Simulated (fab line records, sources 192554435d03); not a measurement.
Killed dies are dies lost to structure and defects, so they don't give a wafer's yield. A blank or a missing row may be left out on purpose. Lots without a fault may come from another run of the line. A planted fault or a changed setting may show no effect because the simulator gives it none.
Split-lot experiment | flow n5_finfet | 7 lots, 21 wafers read, on a route of 1938 steps

THE SPLIT
At N5_BEOL_M7_VIA_ETCH_34 (etches SiCOH lowk in C4F6/O2, target depth 125.5 nm, time 50.5 s), the setting time_s was moved away from the recipe's 50.5 s on 7 of the 21 wafers read, by -22.4% to +19.4%. The other wafers ran this setting at the recipe's value.

The reading is taken at the split's own step.

THE READING
SOC_of_BEOL_M7_COAT_63.thk_nm (the simulator's own value, which no gauge read), in nm, at N5_BEOL_M7_VIA_ETCH_34 (etches SiCOH lowk in C4F6/O2, target depth 125.5 nm, time 50.5 s). The file gives no usual value for it. The 14 wafers here that ran the recipe average 54.0 nm, standard deviation 0.21 nm.

wafer  | tool, chamber at the split | time_s as run, s | against the recipe | SOC_of_BEOL_M7_COAT_63.thk_nm, nm | against lot-mates on the recipe
L074.2 | rie_diel-06, 3             | 50.5             | recipe             | 54.2                              | -
L074.4 | rie_diel-06, 2,1           | 50.5             | recipe             | 54.2                              | -
L074.6 | rie_diel-06, 2,1           | 50.5             | recipe             | 54.2                              | -
L076.1 | rie_diel-06, 3             | 50.5             | recipe             | 54.4                              | -
L076.4 | rie_diel-06, 2             | 50.5             | recipe             | 53.8                              | -
L076.6 | rie_diel-06, 1             | 50.5             | recipe             | 53.8                              | -
L080.1 | rie_diel-06, 0             | 50.5             | recipe             | 53.8                              | -
L080.4 | rie_diel-06, 2             | 50.5             | recipe             | 53.8                              | -
L080.5 | rie_diel-06, 1             | 50.5             | recipe             | 53.8                              | -
L089.1 | rie_diel-03, 3             | 50.5             | recipe             | 54.2                              | -
L089.3 | rie_diel-03, 2             | 43.22            | -14.4%             | 55                                | +0.8
L089.5 | rie_diel-03, 1             | 43.22            | -14.4%             | 54.6                              | +0.4
L083.1 | rie_diel-06, 3             | 39.2             | -22.4%             | 55.2                              | no lot-mate on the recipe
L083.3 | rie_diel-06, 1             | 39.2             | -22.4%             | 55                                | no lot-mate on the recipe
L083.5 | rie_diel-06, 0             | 39.2             | -22.4%             | 55.2                              | no lot-mate on the recipe
L097.1 | rie_diel-02, 0             | 50.5             | recipe             | 54                                | -
L097.2 | rie_diel-02, 1             | 50.5             | recipe             | 54                                | -
L097.5 | rie_diel-02, 0             | 60.32            | +19.4%             | 52.8                              | -1.2
L096.3 | rie_diel-03, 3             | 44.68            | -11.5%             | 54.8                              | +0.8
L096.5 | rie_diel-03, 2             | 50.5             | recipe             | 53.8                              | -
L096.6 | rie_diel-03, 0             | 50.5             | recipe             | 54.2                              | -
Where a row lists several chambers, the file gives one row for several wafers and doesn't say which wafer went through which chamber.

THE FIT
A straight line over all 21 wafers: SOC_of_BEOL_M7_COAT_63.thk_nm changes by -0.0542 nm for each +1% of time_s; r = -0.94; the points scatter about the line by 0.2 nm.
The same after taking each lot's own level away (the mean of its wafers on the recipe; 18 wafers): -0.0542 nm for each +1%; r = -0.92; scatter 0.18 nm.
On that fit, the largest move of time_s shifts the reading by 1.2 nm.
The lots' own levels span 53.80 to 54.20 nm, that is 1.9 times the standard deviation above.
So the lot-to-lot level changes the slope little: the two slopes agree.
Check: with one of the wafers moved furthest among these (+19.4%) left out of the fit, the line predicts -0.932 nm for it against its lot-mates. It came out at -1.2 nm against them.

OTHER SPLITS ON THESE WAFERS
These wafers also went through other splits before the reading. Each is held against what the fit with the lots' levels taken away leaves over:
other split on the same wafers   | wafers away from the commonest value | r with SOC_of_BEOL_M7_COAT_63.thk_nm (lot level and that fit taken away)
N5_BEOL_M2_TRENCH_ETCH_37 time_s | 5                                    | +0.31
N5_BEOL_M3_VIA_ETCH_34 bias_w    | 10                                   | -0.08
N5_BEOL_M5_TRENCH_ETCH_37 time_s | 7                                    | +0.28
N5_BEOL_M5_ETCH_41 source_w      | 9                                    | -0.03
N5_BEOL_M5_SPUTTER_83 time_s     | 10                                   | -0.32
N5_BEOL_M6_DESCUM_33 time_s      | 8                                    | +0.11
N5_BEOL_M6_ETCH_66 bias_w        | 7                                    | +0.09

THE WHOLE CHAIN: every reading that the file lists as answering this split, in the file's order
step                   | what it does                                                     | reading                                                                        | change (the file's fit)                | r (the file's)
N5_BEOL_M7_VIA_ETCH_34 | etches SiCOH lowk in C4F6/O2, target depth 125.5 nm, time 50.5 s | etch.depth_nm (the simulator's own value, which no gauge read)                 | +1.19 nm for each +1% of the setting   | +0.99
N5_BEOL_M7_VIA_ETCH_34 | etches SiCOH lowk in C4F6/O2, target depth 125.5 nm, time 50.5 s | SOC_of_BEOL_M7_COAT_63.thk_nm (the simulator's own value, which no gauge read) | -0.0573 nm for each +1% of the setting | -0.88

THE FILE'S OWN FIT
SOC_of_BEOL_M7_COAT_63.thk_nm changes by -0.0573 nm for each +1% of time_s, r = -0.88.
